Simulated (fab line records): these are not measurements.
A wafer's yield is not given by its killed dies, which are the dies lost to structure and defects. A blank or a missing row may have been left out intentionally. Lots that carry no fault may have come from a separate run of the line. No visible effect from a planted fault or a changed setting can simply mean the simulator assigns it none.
One fault seen from 2 desks ; flow n5Finfet ; numbers are kept per desk, each desk with only its own; the story behind them comes last

## FROM THE METROLOGY DESK
Lot by lot, what the gauges showed, no matter which tool ran the lot: averages of those sampled wafers that carry a number. Marked OUT: a lot whose mean sits more than 4 standard deviations from the usual mean, which makes it out of limits; the brackets give that distance. It has 11 readings; the 7 that lie furthest out on some lot are the ones shown.
Columns: A = cdNm at N5_MOL_CONTACT_COAG_CD_MEAS_99, usual 17.2 nm; B = IOFF_N at N5_BEOL_M4_RC_MEAS_101, usual 0.16 nA/um; C = IOFF_P at N5_BEOL_M4_RC_MEAS_101, usual 0.22 nA/um; D = ION_N at N5_BEOL_M4_RC_MEAS_101, usual 675 uA/um; E = SS_P at N5_BEOL_M4_RC_MEAS_101, usual 73.3 mV/dec; F = VT_N at N5_BEOL_M4_RC_MEAS_101, usual 250 mV; G = VT_P at N5_BEOL_M4_RC_MEAS_101, usual -249.1 mV
lot;first seen here;A;B;C;D;E;F;G
L610;day 4 16:16;17.5;0.17;0.24;668;73.3;251;-247.4
L612;day 5 07:02;16.9;0.14;0.18;673;72.7;253;-252.0
L618;day 6 19:39;16.6;0.15;0.22;678;73.5;249;-248.2
L619;day 6 21:04;17.3;0.17;0.25;676;73.5;248;-246.9
L627;day 8 22:29;17.6;0.13;0.18;666;72.1;254;-252.7
L633;day 10 11:19;17.4;0.17;0.24;690;73.7;247;-247.2
Finding of this desk: none of the 6 lots has anything out of limits.

## THE TOOL OWNER'S DESK: pvdSputter-01
The tool's own readings at N5_MOL_CONTACT_COAG_SPUTTER_130 (material Co, target thk 47.5 nm): means of the sampled wafers that have a number, for each lot that ran on this tool. Marked OUT: a lot whose mean sits more than 4 standard deviations from the usual mean, which makes it out of limits; the brackets give that distance.
Columns: A = throttleValvePct at N5_MOL_CONTACT_COAG_SPUTTER_130, usual 30.1 %
lot;first seen here;A
L610;day 4 20:50;30.9
L612;day 5 12:10;29.9
L618;day 7 02:38;31.4
L619;day 7 02:48;31.0
Finding of this desk: none of the 4 lots has anything out of limits.

## ALL TOGETHER
Metrology desk: nothing out of limits seen.
The tool owner's desk saw nothing out of limits.

## WHAT THE SIMULATOR HAD PUT IN
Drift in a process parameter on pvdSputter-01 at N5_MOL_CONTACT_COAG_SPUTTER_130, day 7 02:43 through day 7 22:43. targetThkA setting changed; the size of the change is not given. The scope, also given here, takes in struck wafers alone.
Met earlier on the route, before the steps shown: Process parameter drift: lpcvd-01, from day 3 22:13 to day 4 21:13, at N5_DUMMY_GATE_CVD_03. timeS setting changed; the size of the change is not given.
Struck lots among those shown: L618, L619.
